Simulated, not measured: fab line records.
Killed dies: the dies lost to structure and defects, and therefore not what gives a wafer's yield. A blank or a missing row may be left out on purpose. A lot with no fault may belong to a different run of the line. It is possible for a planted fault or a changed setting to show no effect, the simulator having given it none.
Chamber matching | flow nand harc | rie diel-02 running NHARC_P_M1_DESCUM_14: 4 sister chambers
The step chemistry O2, time 3 s. 4 wafers are shown with their chamber, then 12 later ones without.

== EACH WAFER AND ITS CHAMBER ==
wafer  | chamber | showerhead plenum p Torr (Torr)
L082.5 | 3       | 1.82
L089.5 | 2       | 1.85
L091.5 | 0       | 2.05
L091.6 | 1       | 1.98

== WAFERS MISSING THEIR CHAMBER ==
wafer  | showerhead plenum p Torr (Torr)
L093.1 | 1.98
L093.2 | 1.85
L093.6 | 1.85
L094.1 | 1.85
L094.3 | 1.98
L094.6 | 2.05
L097.1 | 2.04
L097.2 | 1.82
L097.6 | 1.98
L096.1 | 1.85
L096.4 | 1.98
L096.5 | 1.98

== EACH ONE'S CHAMBER ==
wafer  | from the rows above | in truth
L093.1 | 1                   | 1
L093.2 | 2                   | 2
L093.6 | 2                   | 2
L094.1 | 2                   | 2
L094.3 | 1                   | 1
L094.6 | 0                   | 0
L097.1 | 0                   | 0
L097.2 | 3                   | 3
L097.6 | 1                   | 1
L096.1 | 2                   | 2
L096.4 | 1                   | 1
L096.5 | 1                   | 1
12 of 12 placed correctly. Can't be placed from these rows: 0. Placed wrongly: 0.
How it was worked out, from the rows above alone: a wafer's distance from a chamber is the root of the sum, over the readings, of the square of ((its reading less the chamber's mean) divided by the reading's scatter). If the next closest chamber is less than 2 further off than the closest, the wafer can't be placed; otherwise it belongs to the closest. A chamber's mean is the mean of its shown wafers. The scatter (one wafer shown for each chamber): square how far every hidden wafer sits from the nearest shown wafer, average those squares and take the square root.
